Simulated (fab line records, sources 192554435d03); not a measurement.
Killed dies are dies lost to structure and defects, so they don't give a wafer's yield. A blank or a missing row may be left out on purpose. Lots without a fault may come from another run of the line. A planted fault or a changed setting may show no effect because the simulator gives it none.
Split-lot experiment | flow n5_finfet | 7 lots, 21 wafers read, on a route of 1938 steps

THE SPLIT
At N5_BEOL_M6_TRENCH_ETCH_37 (etches SiCOH lowk in C4F6/O2, target depth 94.435 nm, time 31.5 s), the setting time_s was moved away from the recipe's 31.5 s on 6 of the 21 wafers read, by -16.4% to +14.0%. The other wafers ran this setting at the recipe's value.

FROM THE SPLIT TO THE READING: what the file shows between them, 2 steps
- N5_BEOL_M6_ETCH_41: etches SiCN in CH3F/O2, target depth 29.7 nm, time 52 s
- N5_BEOL_M6_STRIP_80: strips in N2/H2, time 10 s

THE READING
trench_depth_nm, in nm, at N5_BEOL_M6_OCD_MEAS_38. Fault-free wafers of this fab line usually give 94.4 nm, standard deviation 1.8 nm.

wafer  | tool, chamber at the split | time_s as run, s | against the recipe | trench_depth_nm, nm | against lot-mates on the recipe
L076.1 | rie_diel-03, 2             | 31.5             | recipe             | 90.7                | -
L076.4 | rie_diel-03, 1             | 31.5             | recipe             | 94.1                | -
L076.6 | rie_diel-03, 0             | 31.5             | recipe             | 91.7                | -
L079.2 | rie_diel-03, 0             | 31.5             | recipe             | 92.5                | -
L079.3 | rie_diel-03, 2             | 31.5             | recipe             | 91.3                | -
L079.6 | rie_diel-03, 1             | 31.5             | recipe             | 95.3                | -
L081.3 | rie_diel-03, 0             | 27.17            | -13.7%             | 79.1                | -14.1
L081.4 | rie_diel-03, 3             | 31.5             | recipe             | 93.8                | -
L081.5 | rie_diel-03, 0             | 31.5             | recipe             | 92.5                | -
L083.1 | rie_diel-05, 2             | 34.59            | +9.8%              | 104.7               | +9.9
L083.3 | rie_diel-05, 1             | 34.59            | +9.8%              | 101.5               | +6.7
L083.6 | rie_diel-05, 3             | 31.5             | recipe             | 94.8                | -
L086.1 | rie_diel-04, 3             | 31.5             | recipe             | 96.1                | -
L086.2 | rie_diel-04, 1             | 35.91            | +14.0%             | 109.5               | +12.8
L086.3 | rie_diel-04, 0             | 31.5             | recipe             | 97.3                | -
L088.4 | rie_diel-05, 0             | 31.5             | recipe             | 93.8                | -
L088.5 | rie_diel-05, 0             | 31.5             | recipe             | 93.2                | -
L088.6 | rie_diel-05, 1             | 31.5             | recipe             | 91.3                | -
L089.1 | rie_diel-05, 1             | 31.5             | recipe             | 92.5                | -
L089.2 | rie_diel-05, 2             | 26.33            | -16.4%             | 79.1                | -13.4
L089.6 | rie_diel-05, 1             | 26.33            | -16.4%             | 77.5                | -15.0

THE FIT
A straight line over all 21 wafers: trench_depth_nm changes by +0.995 nm for each +1% of time_s; r = +0.97; the points scatter about the line by 1.8 nm.
The same after taking each lot's own level away (the mean of its wafers on the recipe; 21 wafers): +0.896 nm for each +1%; r = +0.98; scatter 1.3 nm.
On that fit, the largest move of time_s shifts the reading by 15 nm.
The lots' own levels span 92.17 to 96.70 nm, that is 2.5 times the standard deviation above.
So the lot-to-lot level changes the slope: the two fits differ.
Check: with one of the wafers moved furthest among these (-16.4%) left out of the fit, the line predicts -15.3 nm for it against its lot-mates. It came out at -13.4 nm against them.

OTHER SPLITS ON THESE WAFERS
These wafers also went through other splits before the reading. Each is held against what the fit with the lots' levels taken away leaves over:
other split on the same wafers    | wafers away from the commonest value | r with trench_depth_nm (lot level and that fit taken away)
N5_BEOL_M4_ETCH_64 bias_w         | 2                                    | +0.49
N5_BEOL_M4_COAT_67 spin_rpm       | 8                                    | +0.06
N5_BEOL_M4_ALD_98 ald_cycles      | 4                                    | -0.02
N5_BEOL_M4_ETCH_70 h2_flow_sccm   | 5                                    | +0.31
N5_BEOL_M5_HM_DEP_02 target_thk_a | 7                                    | +0.02
N5_BEOL_M5_COAT_60 spin_rpm       | 3                                    | -0.14
N5_BEOL_M6_ETCH_66 bias_w         | 9                                    | -0.06

THE WHOLE CHAIN: every reading that the file lists as answering this split, in the file's order
step                      | what it does                                                      | reading                                                                   | change (the file's fit)               | r (the file's)
N5_BEOL_M6_TRENCH_ETCH_37 | etches SiCOH lowk in C4F6/O2, target depth 94.435 nm, time 31.5 s | etch.depth_nm (the simulator's own value, which no gauge read)            | +0.921 nm for each +1% of the setting | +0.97
N5_BEOL_M6_TRENCH_ETCH_37 | etches SiCOH lowk in C4F6/O2, target depth 94.435 nm, time 31.5 s | BEOL_M6.feature_depth_nm (the simulator's own value, which no gauge read) | +0.918 nm for each +1% of the setting | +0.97
N5_BEOL_M6_OCD_MEAS_38    |                                                                   | trench_depth_nm                                                           | +0.915 nm for each +1% of the setting | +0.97

THE FILE'S OWN FIT
trench_depth_nm changes by +0.915 nm for each +1% of time_s, r = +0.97.
